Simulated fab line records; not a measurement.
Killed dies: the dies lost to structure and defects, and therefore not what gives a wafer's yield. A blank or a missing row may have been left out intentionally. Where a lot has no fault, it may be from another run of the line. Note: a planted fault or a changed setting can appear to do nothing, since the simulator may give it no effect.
fab line records -- flow n5_finfet -- part 2 of 2: steps 41 to 41 of 41
record: lots: 6, wafers: 18, last_day: 19
route steps=1938 shown SD_EPI_N@281 SD_EPI_P@295 PASSIVATION@1936
lots that met no fault: from a run of the same line without faults
start_h: start of the lot's first displayed wafer, in hours after the record's first day -- wait_h: time in hours since the lot's previous step -- " the same as in the row above -- L1.1+2: a row that stands for several wafers -- - no value present, or no start provided -- * or withheld: withheld -- < > ~ a bound
route shown NAME@n: a module of which the file shows steps, and the number in the route of the first -- usual: mean/standard deviation taken from wafers without a fault -- same: alike in all rows -- chamber/n: place in a boat -- sites: per-site readings -- _std_site: how widely they spread, as a standard deviation -- _edge_site: mean of outer sites minus mean of inner sites -- radius_mm: how far each site lies from the wafer's centre -- mask NAME#n: copy n -- behind: the last tool/chamber to shape the wafer -- hold: what put the lot on hold/how long, in hours/how the hold closed -- device: the n, p or np transistor that did not switch -- end of line: the tests these same wafers got at the end of their route -- for a step that has no rows: nothing shown but its recipe -- killed: the dies lost at the first sort to structure and to defects; this is not the yield of the wafer -- map: shows each die of a wafer: x if killed, . if not, _ if none is there
set.NAME: the setting the step ran with; set.NAME@STEP: the setting that earlier step ran with -- model.NAME: the simulator's own value behind a step, which no gauge read
a table for each step, a row for each wafer; lots at some steps of the route
services: from which hour (start_h, from the record's first day; less than 0 if before it) a tool's chamber was out of use, for how many hours, and why
== steps ==
step: N5_PASSIVATION_PROBE_49
usual: killed_at_M0_to_M3: 36/11, killed_at_M4_up: 14/5.2, killed_at_contacts: 12/6.1, killed_at_front_end: 40/12, killed_at_other: 3.2/2.5, killed_dies: 105/16, killed_open: 68/12, killed_short: 35/8.7
same: gross_dies: 1180, killed_at_back_side: 0
lot.wafer,tool,chamber,start_h,wait_h,killed_at_M0_to_M3,killed_at_M4_up,killed_at_contacts,killed_at_front_end,killed_at_other,killed_dies,killed_open,killed_short
L157.1,prober-02,-,307.91,0.0,36,25,7,19,5,92,57,32
L157.4,prober-02,-,308.06,0.2,26,15,9,17,3,70,47,21
L157.6,prober-02,-,308.16,0.3,41,20,9,24,2,96,59,36
L164.1,prober-02,-,338.19,0.0,27,18,11,30,4,90,57,29
L164.2,prober-02,-,338.24,0.1,52,22,5,29,2,110,73,32
L164.3,prober-02,-,338.29,0.1,29,13,3,30,5,80,54,25
L165.1,prober-01,-,355.23,0.0,30,12,7,60,0,109,75,23
L165.4,prober-01,-,355.38,0.2,32,9,16,42,1,100,71,28
L165.6,prober-01,-,355.48,0.3,26,7,16,36,1,86,57,27
L175.3,prober-01,-,420.86,0.1,35,12,13,37,3,100,66,30
L175.5,prober-01,-,420.96,0.2,28,14,21,34,7,104,65,36
L175.6,prober-01,-,421.01,0.3,54,16,15,26,4,115,60,45
L176.4,prober-01,-,448.96,0.2,27,6,16,48,6,103,66,31
L176.5,prober-01,-,449.01,0.2,24,12,15,55,3,109,73,34
L176.6,prober-01,-,449.06,0.3,30,15,8,28,4,85,56,26
L177.2,prober-01,-,453.30,0.1,49,6,21,44,8,128,90,33
L177.3,prober-01,-,453.35,0.1,68,10,28,33,2,141,76,61
L177.6,prober-01,-,453.50,0.3,58,12,10,23,7,110,70,37
killed by level:class
L157.1 BEOL_M4:geometric_particle:open=11 BEOL_M3:geometric_particle:open=7 BEOL_M0_SAQP:geometric_particle:open=6 BEOL_M2:geometric_particle:open=6 BEOL_M4:geometric_particle:short=6 MOL_CONTACT_COAG:geometric_particle:open=5 BEOL_M0_SAQP:geometric_particle:short=5 BEOL_M2:geometric_particle:short=5
L157.4 MOL_CONTACT_COAG:geometric_particle:open=8 BEOL_M4:geometric_particle:open=7 BEOL_M0_SAQP:geometric_particle:short=6 BEOL_M3:geometric_particle:open=6 BEOL_M0_SAQP:geometric_particle:open=5 DUMMY_GATE:geometric_particle:open=4 FIN_SAQP:geometric_particle:short=3 STI_FIN_REVEAL:geometric_particle:open=3
L157.6 BEOL_M0_SAQP:geometric_particle:open=10 BEOL_M4:geometric_particle:open=8 FIN_SAQP:geometric_particle:short=6 MOL_CONTACT_COAG:geometric_particle:open=6 BEOL_M2:geometric_particle:open=6 BEOL_M3:geometric_particle:open=5 BEOL_M2:geometric_particle:short=5 DUMMY_GATE:geometric_particle:open=4
L164.1 BEOL_M4:geometric_particle:open=10 MOL_CONTACT_COAG:geometric_particle:open=9 DUMMY_GATE:geometric_particle:open=5 BEOL_M0_SAQP:geometric_particle:short=5 BEOL_M0_SAQP:geometric_particle:open=4 BEOL_M1:geometric_particle:open=4 BEOL_M2:geometric_particle:open=4 BEOL_M3:geometric_particle:open=4
L164.2 BEOL_M2:geometric_particle:open=20 BEOL_M3:geometric_particle:open=18 FIN_SAQP:geometric_particle:open=9 BEOL_M4:geometric_particle:open=7 FIN_SAQP:geometric_particle:short=5 GATE_CUT:geometric_particle:short=5 BEOL_M8:coat_microbubble_printed=4 MOL_CONTACT_COAG:geometric_particle:open=4
L164.3 BEOL_M0_SAQP:geometric_particle:open=13 STI_FIN_REVEAL:geometric_particle:open=7 BEOL_M0_SAQP:geometric_particle:short=6 BEOL_M2:geometric_particle:open=6 BEOL_M4:geometric_particle:open=5 FIN_SAQP:geometric_particle:short=4 DUMMY_GATE:geometric_particle:open=4 FIN_SAQP:geometric_particle:open=3
L165.1 FIN_SAQP:geometric_particle:open=16 BEOL_M1:geometric_particle:open=11 DUMMY_GATE:geometric_particle:open=9 HKMG_FIN:area_etch=8 MOL_CONTACT_COAG:geometric_particle:open=7 FIN_SAQP:geometric_particle:short=6 BEOL_M0:geometric_particle:open=6 STARTING-WAFER:geometric_particle:open=5
L165.4 MOL_CONTACT_COAG:geometric_particle:open=12 BEOL_M0:geometric_particle:open=11 DUMMY_GATE:geometric_particle:open=9 BEOL_M4:geometric_particle:open=7 FIN_SAQP:geometric_particle:open=6 BEOL_M2:geometric_particle:open=6 GATE_CUT:geometric_particle:short=5 BEOL_M3:geometric_particle:open=5
L165.6 MOL_CONTACT_COAG:geometric_particle:open=12 FIN_SAQP:geometric_particle:short=7 BEOL_M1:geometric_particle:open=7 BEOL_M3:geometric_particle:open=7 FIN_SAQP:geometric_particle:open=4 DUMMY_GATE:geometric_particle:open=4 MOL_CONTACT_COAG:geometric_particle:short=4 STI_FIN_REVEAL:geometric_particle:open=3
L175.3 MOL_CONTACT_COAG:geometric_particle:open=11 STI_FIN_REVEAL:geometric_particle:open=8 BEOL_M2:geometric_particle:open=8 GATE_CUT:geometric_particle:short=7 BEOL_M3:geometric_particle:open=7 BEOL_M0_SAQP:geometric_particle:open=6 GATE_CUT:geometric_particle:open=5 BEOL_M4:geometric_particle:open=4
L175.5 MOL_CONTACT_COAG:geometric_particle:open=14 BEOL_M0_SAQP:geometric_particle:open=7 BEOL_M2:geometric_particle:open=7 MOL_CONTACT_COAG:geometric_particle:short=6 GATE_CUT:geometric_particle:short=5 BEOL_M1:geometric_particle:open=5 BEOL_M4:geometric_particle:open=5 FIN_SAQP:geometric_particle:open=4
L175.6 BEOL_M0_SAQP:geometric_particle:short=13 MOL_CONTACT_COAG:geometric_particle:open=12 BEOL_M0_SAQP:geometric_particle:open=10 BEOL_M2:geometric_particle:open=9 BEOL_M3:geometric_particle:short=8 BEOL_M4:geometric_particle:open=7 FIN_SAQP:geometric_particle:short=6 BEOL_M3:geometric_particle:open=6
L176.4 MOL_CONTACT_COAG:geometric_particle:open=11 FIN_SAQP:geometric_particle:open=8 DUMMY_GATE:geometric_particle:open=8 FIN_SAQP:geometric_particle:short=6 STI_FIN_REVEAL:geometric_particle:open=6 BEOL_M1:geometric_particle:open=6 BEOL_M3:geometric_particle:open=6 MOL_CONTACT_COAG:geometric_particle:short=5
L176.5 STI_FIN_REVEAL:geometric_particle:open=15 FIN_SAQP:geometric_particle:short=10 MOL_CONTACT_COAG:geometric_particle:open=9 FIN_SAQP:geometric_particle:open=8 BEOL_M0_SAQP:geometric_particle:short=8 DUMMY_GATE:geometric_particle:open=7 BEOL_M2:geometric_particle:open=6 MOL_CONTACT_COAG:geometric_particle:short=5
L176.6 BEOL_M0_SAQP:geometric_particle:open=8 FIN_SAQP:geometric_particle:open=7 MOL_CONTACT_COAG:geometric_particle:open=7 BEOL_M0_SAQP:geometric_particle:short=7 BEOL_M3:geometric_particle:open=6 FIN_SAQP:geometric_particle:short=5 DUMMY_GATE:geometric_particle:open=5 BEOL_M2:geometric_particle:open=5
L177.2 MOL_CONTACT_COAG:geometric_particle:open=16 BEOL_M0_SAQP:geometric_particle:open=12 DUMMY_GATE:geometric_particle:open=11 STI_FIN_REVEAL:geometric_particle:open=9 BEOL_M0:geometric_particle:open=7 BEOL_M1:geometric_particle:open=7 BEOL_M0_SAQP:geometric_particle:short=6 FIN_SAQP:geometric_particle:short=5
L177.3 MOL_CONTACT_COAG:geometric_particle:open=23 BEOL_M0_SAQP:geometric_particle:short=22 BEOL_M0_SAQP:geometric_particle:open=16 FIN_SAQP:geometric_particle:short=9 BEOL_M2:geometric_particle:open=8 BEOL_M1:geometric_particle:short=8 FIN_SAQP:geometric_particle:open=5 DUMMY_GATE:geometric_particle:open=5
L177.6 BEOL_M0_SAQP:geometric_particle:open=19 BEOL_M0_SAQP:geometric_particle:short=12 MOL_CONTACT_COAG:geometric_particle:open=9 FIN_SAQP:geometric_particle:short=6 BEOL_M0:geometric_particle:open=6 BEOL_M1:geometric_particle:open=6 STI_FIN_REVEAL:geometric_particle:open=5 BEOL_M1:geometric_particle:short=5
== services ==
tool,chamber,start_h,hours,kind
rie_diel-03,3,40.81,3.0,repair
ald_sin-01,3,43.85,10.9,repair
epi_rpcvd-01,-,49.09,0.8,repair
ald_sin-01,-,51.41,6.0,pm
ald_sin-02,1,52.60,10.5,repair
ald_sin-02,2,56.36,11.4,repair
rie_diel-01,1,60.30,3.8,repair
ald_sin-01,1,61.03,4.4,repair
rie_diel-03,2,73.79,3.4,repair
ald_sin-01,3,76.17,3.8,repair
ald_sin-01,-,85.44,14.0,pm
rie_diel-02,2,88.89,6.0,repair
rie_diel-03,0,96.09,2.1,repair
rie_diel-02,3,99.93,-,clean
rie_diel-02,3,99.93,-,consumable_replace:focus_ring
rie_diel-02,3,99.93,-,consumable_replace:showerhead
epi_rpcvd-04,-,106.82,6.0,pm
rie_diel-03,1,123.37,2.8,repair
ald_sin-03,-,126.49,14.6,pm
rie_diel-01,1,129.06,5.2,repair
rie_diel-01,1,149.61,2.3,repair
rie_diel-01,2,150.61,2.8,repair
ald_sin-02,3,171.92,2.8,repair
ald_sin-03,-,176.75,14.0,pm
